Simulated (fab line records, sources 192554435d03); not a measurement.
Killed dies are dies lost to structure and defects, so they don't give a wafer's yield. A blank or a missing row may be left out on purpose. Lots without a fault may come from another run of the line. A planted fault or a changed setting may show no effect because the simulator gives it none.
Which tool did it? | flow n5_finfet | 12 lots, 36 wafers sampled, at 1 step of a route of 1938

WHAT THE GAUGES READ, wafer by wafer
N5_BEOL_M10_THK_MEAS_53: measures by xrf.
lot  | measured     | on            | M10_THK (nm)
L075 | day 10 22:08 | film_metro-02 | 145.0 139.3 141.0
L078 | day 11 06:29 | film_metro-01 | 142.3 138.4 142.4
L081 | day 12 07:06 | film_metro-01 | 136.6 137.5 138.7
L082 | day 12 19:08 | film_metro-02 | 141.4 140.8 141.9
L084 | day 13 12:53 | film_metro-02 | 140.2 139.5 141.0
L085 | day 13 23:55 | film_metro-01 | 140.3 138.7 136.5
L086 | day 14 02:13 | film_metro-02 | 135.9 137.0 139.7
L088 | day 15 01:06 | film_metro-01 | 140.5 134.2 138.0
L093 | day 15 09:44 | film_metro-01 | 137.1 135.1 142.0
L096 | day 16 16:09 | film_metro-02 | 136.4 137.6 138.1
L094 | day 16 23:55 | film_metro-01 | 136.4 134.5 136.8
L097 | day 17 02:44 | film_metro-01 | 137.1 138.0 135.8

WHICH TOOL RAN EACH LOT (tool, then ch and the chambers of the sampled wafers, then the start)
The record holds no process step before these readings.

THE ANSWER, worked out from the rows above alone
Rule: what is usual is taken from the lots themselves. Put in order of their means at a reading, lots are off if they are a third of the lots or fewer, leave a main group of 4 or more, and stand apart from it by a gap of 3 or more times the standard deviation of the main group's means; of several such gaps the widest counts. A main group whose means are all the same, to the digits that the tables above print for the reading, isn't used. A lot without any number at a reading at which 4 lots or more have one is off too. The other lots that the step has rows for count as sound.
No lot is off at any reading shown: from this, nothing can be told.

WHAT THE SIMULATOR HAD PUT IN
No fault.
